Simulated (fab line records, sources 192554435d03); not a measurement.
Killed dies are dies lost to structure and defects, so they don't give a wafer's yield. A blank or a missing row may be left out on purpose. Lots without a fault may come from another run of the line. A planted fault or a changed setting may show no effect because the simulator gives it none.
Split-lot experiment | flow n5_finfet | 7 lots, 39 wafers read, on a route of 1938 steps

THE SPLIT
At N5_BEOL_M0_CUTY_DESCUM_61 (chemistry O2, time 7.9 s), the setting time_s was moved away from the recipe's 7.9 s on 12 of the 39 wafers read, by -37.7% to +27.5%. The other wafers ran this setting at the recipe's value.

The file shows no step between the split and the reading.

THE READING
CAR-ArF-block_of_BEOL_M0_CUTY_COAT_51.thk_nm (the simulator's own value, which no gauge read), in nm, at N5_BEOL_M0_CUTY_ETCH_62 (etches SiARC in CF4, time 58.5 s). The file gives no usual value for it. The 27 wafers here that ran the recipe average 118.1 nm, standard deviation 0.3 nm.

wafer  | tool, chamber at the split | time_s as run, s | against the recipe | CAR-ArF-block_of_BEOL_M0_CUTY_COAT_51.thk_nm, nm | against lot-mates on the recipe
L075.1 | rie_diel-03, 2             | 7.9              | recipe             | 118.4                                            | -
L075.2 | rie_diel-03, 1             | 9.678            | +22.5%             | 117.4                                            | -0.9
L075.3 | rie_diel-03, 0             | 7.9              | recipe             | 118.6                                            | -
L075.4 | rie_diel-03, 2             | 9.678            | +22.5%             | 117.2                                            | -1.1
L075.5 | rie_diel-03, 1             | 7.9              | recipe             | 117.8                                            | -
L075.6 | rie_diel-03, 0             | 9.678            | +22.5%             | 116.8                                            | -1.5
L077.1 | rie_diel-06, 2             | 10.07            | +27.5%             | 117.2                                            | -1.3
L077.4 | rie_diel-06, 3,2           | 10.07            | +27.5%             | 117.2                                            | -1.3
L077.2 | rie_diel-06, 1             | 7.9              | recipe             | 118.8                                            | -
L077.3 | rie_diel-06, 0,3           | 7.9              | recipe             | 118.2                                            | -
L077.5 | rie_diel-06, 0,3           | 7.9              | recipe             | 118.4                                            | -
L077.6 | rie_diel-06, 3,2           | 10.07            | +27.5%             | 117.4                                            | -1.1
L081.1 | rie_diel-03, 2,1,3,3       | 7.9              | recipe             | 118                                              | -
L081.2 | rie_diel-03, 2,1,3,3       | 7.9              | recipe             | 118                                              | -
L081.3 | rie_diel-03, 2,1,3,3       | 7.9              | recipe             | 118                                              | -
L081.4 | rie_diel-03, 0             | 7.9              | recipe             | 118.2                                            | -
L081.5 | rie_diel-03, 2,1,3,3       | 7.9              | recipe             | 117.8                                            | -
L081.6 | rie_diel-03, 0             | 7.9              | recipe             | 118.6                                            | -
L082.1 | rie_diel-03, 0,2           | 7.9              | recipe             | 118                                              | -
L082.5 | rie_diel-03, 0,2           | 7.9              | recipe             | 118                                              | -
L082.3 | rie_diel-03, 2             | 7.9              | recipe             | 117.8                                            | -
L091.1 | rie_diel-04, 3             | 4.924            | -37.7%             | 120.4                                            | +2.5
L091.2 | rie_diel-04, 2,1,1         | 7.9              | recipe             | 118                                              | -
L091.5 | rie_diel-04, 2,1,1         | 7.9              | recipe             | 118                                              | -
L091.3 | rie_diel-04, 2,1,1         | 7.9              | recipe             | 117.8                                            | -
L091.4 | rie_diel-04, 3,2           | 4.924            | -37.7%             | 120                                              | +2.1
L091.6 | rie_diel-04, 3,2           | 4.924            | -37.7%             | 120                                              | +2.1
L094.1 | rie_diel-06, 1,2           | 7.9              | recipe             | 118.4                                            | -
L094.2 | rie_diel-06, 0             | 7.9              | recipe             | 118.4                                            | -
L094.3 | rie_diel-06, 2             | 7.9              | recipe             | 118.2                                            | -
L094.4 | rie_diel-06, 3             | 7.9              | recipe             | 118                                              | -
L094.5 | rie_diel-06, 1             | 7.9              | recipe             | 117.6                                            | -
L094.6 | rie_diel-06, 1,2           | 7.9              | recipe             | 118.6                                            | -
L095.1 | rie_diel-03, 3             | 6.675            | -15.5%             | 118                                              | +0.1
L095.2 | rie_diel-03, 0             | 7.9              | recipe             | 118                                              | -
L095.3 | rie_diel-03, 2,0           | 6.675            | -15.5%             | 118.4                                            | +0.5
L095.6 | rie_diel-03, 2,0           | 6.675            | -15.5%             | 118.4                                            | +0.5
L095.4 | rie_diel-03, 2,3           | 7.9              | recipe             | 117.8                                            | -
L095.5 | rie_diel-03, 2,3           | 7.9              | recipe             | 117.8                                            | -
Where a row lists several chambers, the file gives one row for several wafers and doesn't say which wafer went through which chamber.

THE FIT
A straight line over all 39 wafers: CAR-ArF-block_of_BEOL_M0_CUTY_COAT_51.thk_nm changes by -0.0424 nm for each +1% of time_s; r = -0.88; the points scatter about the line by 0.35 nm.
The same after taking each lot's own level away (the mean of its wafers on the recipe; 39 wafers): -0.0505 nm for each +1%; r = -0.94; scatter 0.28 nm.
On that fit, the largest move of time_s shifts the reading by 1.9 nm.
The lots' own levels span 117.87 to 118.47 nm, that is 2.0 times the standard deviation above.
So the lot-to-lot level changes the slope: the two fits differ.
Check: with one of the wafers moved furthest among these (-37.7%) left out of the fit, the line predicts +1.78 nm for it against its lot-mates. It came out at +2.47 nm against them.

OTHER SPLITS ON THESE WAFERS
These wafers also went through other splits before the reading. Each is held against what the fit with the lots' levels taken away leaves over:
other split on the same wafers         | wafers away from the commonest value | r with CAR-ArF-block_of_BEOL_M0_CUTY_COAT_51.thk_nm (lot level and that fit taken away)
N5_GATE_CUT_HM_DEP_46 time_s           | 9                                    | +0.06
N5_MOL_CONTACT_COAG_ALD_133 ald_cycles | 12                                   | +0.05

THE WHOLE CHAIN: every reading that the file lists as answering this split, in the file's order
step                      | what it does                     | reading                                                                                       | change (the file's fit)                | r (the file's)
N5_BEOL_M0_CUTY_DESCUM_61 | chemistry O2, time 7.9 s         | CAR-ArF-block_of_BEOL_M0_CUTY_COAT_51.thk_nm (the simulator's own value, which no gauge read) | -0.0518 nm for each +1% of the setting | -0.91
N5_BEOL_M0_CUTY_ETCH_62   | etches SiARC in CF4, time 58.5 s | CAR-ArF-block_of_BEOL_M0_CUTY_COAT_51.thk_nm (the simulator's own value, which no gauge read) | -0.0505 nm for each +1% of the setting | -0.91

THE FILE'S OWN FIT
CAR-ArF-block_of_BEOL_M0_CUTY_COAT_51.thk_nm changes by -0.0505 nm for each +1% of time_s, r = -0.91.
